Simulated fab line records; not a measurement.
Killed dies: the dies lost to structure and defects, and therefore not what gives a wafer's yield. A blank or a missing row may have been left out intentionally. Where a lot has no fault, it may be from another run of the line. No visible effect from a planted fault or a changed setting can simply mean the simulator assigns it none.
Problem report in the 8D (eight disciplines) form, filled by code / flow n5_finfet / the parts of the form that need people (team, actions taken, sign-off) are left out

1. WHAT IS WRONG
At N5_BEOL_M8_COAT_60, spin_speed_rpm averages 1644.2 rpm over 6 wafers from 2 lots, while fault-free wafers read 1499.8 rpm, standard deviation 0.89. That is +99 or more standard deviations from the usual mean.
The step: time 60 s, resist thk 35 nm.
First seen on wafer L630.2, day 11 18:55, on litho_track-05. Wafers with a number at this step in the record: 12, from 4 lots. Rule for "out" (also "out of limits"): further than 4 standard deviations from the usual mean. Any other wafer with a number is counted as sound.

2. WHAT IT IS, AND WHAT IT ISN'T
question=which readings at this step | is=spin_speed_rpm | is not=plate_temp_C
question=which lots | is=L630, L631 | is not=L629, L641
question=which wafers of those lots | is=all that have a number | is not=-
question=read on which tools | is=litho_track-05 | is not=litho_track-02
question=when | is=from day 11 18:55 | is not=up to then (3 sound wafers); but 3 sound wafers of L641 came after

3. WHAT RULES OUT EACH SUSPECT
Counting: a tool stays on the suspect list if, at a process step up to the reading, it processed all lots that are out and no sound lot following the first of them.
- litho_track-05 at N5_BEOL_M8_COAT_60 (time 60 s, resist thk 35 nm): kept. All lots that are out passed through it, beginning with L630 at day 11 18:55, and no sound lot followed; its final sound lot before that point was L629 at day 11 10:04. Its own spin_speed_rpm readings are out on those wafers.
After counting, what remains is litho_track-05 at N5_BEOL_M8_COAT_60.

4. THE CAUSE (what the simulator had put in)
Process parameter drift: litho_track-05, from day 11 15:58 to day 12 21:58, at N5_BEOL_M8_COAT_60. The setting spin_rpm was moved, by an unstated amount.
Counting left only this tool.

5. THE EFFECT CHAIN, in route order
Each row: a reading where the mean over the struck wafers with a number is more than 3 standard deviations away from the usual. Scope: only readings with a usual standard deviation given in the record; hours: median across lots of the time from each lot's start at the first step in this table that gives one to its start at this step; sigmas: change in usual standard deviations.
hours=0; step=N5_BEOL_M8_COAT_60; reading=spin_speed_rpm; usual=1499.8 rpm; on struck wafers=1644.2; change=+144.4; sigmas=+99 or more
It contains these process steps:
- N5_BEOL_M8_COAT_60: time 60 s, resist thk 35 nm.

6. WHAT WOULD HAVE CAUGHT IT SOONER
In this record the first reading out of limits was taken at day 11 18:55, 3 hours after the fault began at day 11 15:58.
